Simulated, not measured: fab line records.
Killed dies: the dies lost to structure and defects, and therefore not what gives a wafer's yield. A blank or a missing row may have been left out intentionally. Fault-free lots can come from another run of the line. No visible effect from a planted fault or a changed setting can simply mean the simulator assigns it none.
Chamber matching + flow n5_finfet + N5_BEOL_M2_CO_CAP_55 on cvd_co-02: 3 sister chambers
The step material Co, precursor CCTBA/H2, target thk 2 nm, time 102.1 s. 6 wafers are shown with their chamber, then 11 later ones without.

## WAFERS, EACH WITH ITS CHAMBER
| wafer  | chamber | heater_power_w (W) |
|--------|---------|--------------------|
| L090.2 | 0       | 226                |
| L090.4 | 0       | 221                |
| L090.5 | 2       | 229                |
| L088.4 | 2       | 230                |
| L088.5 | 1       | 224                |
| L091.1 | 1       | 225                |

## WAFERS WHOSE CHAMBER IS MISSING
| wafer  | heater_power_w (W) |
|--------|--------------------|
| L091.2 | 233                |
| L091.4 | 222                |
| L096.3 | 226                |
| L096.5 | 223                |
| L096.6 | 218                |
| L094.3 | 223                |
| L094.4 | 220                |
| L094.6 | 232                |
| L095.2 | 223                |
| L095.5 | 224                |
| L095.6 | 222                |

## THE CHAMBER EACH PASSED THROUGH
| wafer  | from the rows above          | in truth |
|--------|------------------------------|----------|
| L091.2 | 2                            | 2        |
| L091.4 | can't be placed: 0 or 1      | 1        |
| L096.3 | can't be placed: 1 or 0 or 2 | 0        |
| L096.5 | can't be placed: 0 or 1      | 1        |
| L096.6 | can't be placed: 0 or 1      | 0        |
| L094.3 | can't be placed: 0 or 1      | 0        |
| L094.4 | can't be placed: 0 or 1      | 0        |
| L094.6 | 2                            | 2        |
| L095.2 | can't be placed: 0 or 1      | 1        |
| L095.5 | can't be placed: 0 or 1      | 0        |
| L095.6 | can't be placed: 0 or 1      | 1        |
Correctly placed: 2 of 11. These rows do not allow placing 9 (true chamber among the candidates in 9). 0 placed wrongly.
How it was worked out, from the rows above alone: a wafer's distance from a chamber is the root of the sum, over the readings, of the square of ((its reading less the chamber's mean) divided by the reading's scatter). If the next closest chamber is less than 2 further off than the closest, the wafer can't be placed; otherwise it belongs to the closest. For every chamber, the mean is computed from those of its wafers that are shown. How the scatter is found: for the shown wafers, subtract from each reading the mean of its chamber, square and add these, divide the total by (wafers less chambers), then take the root.
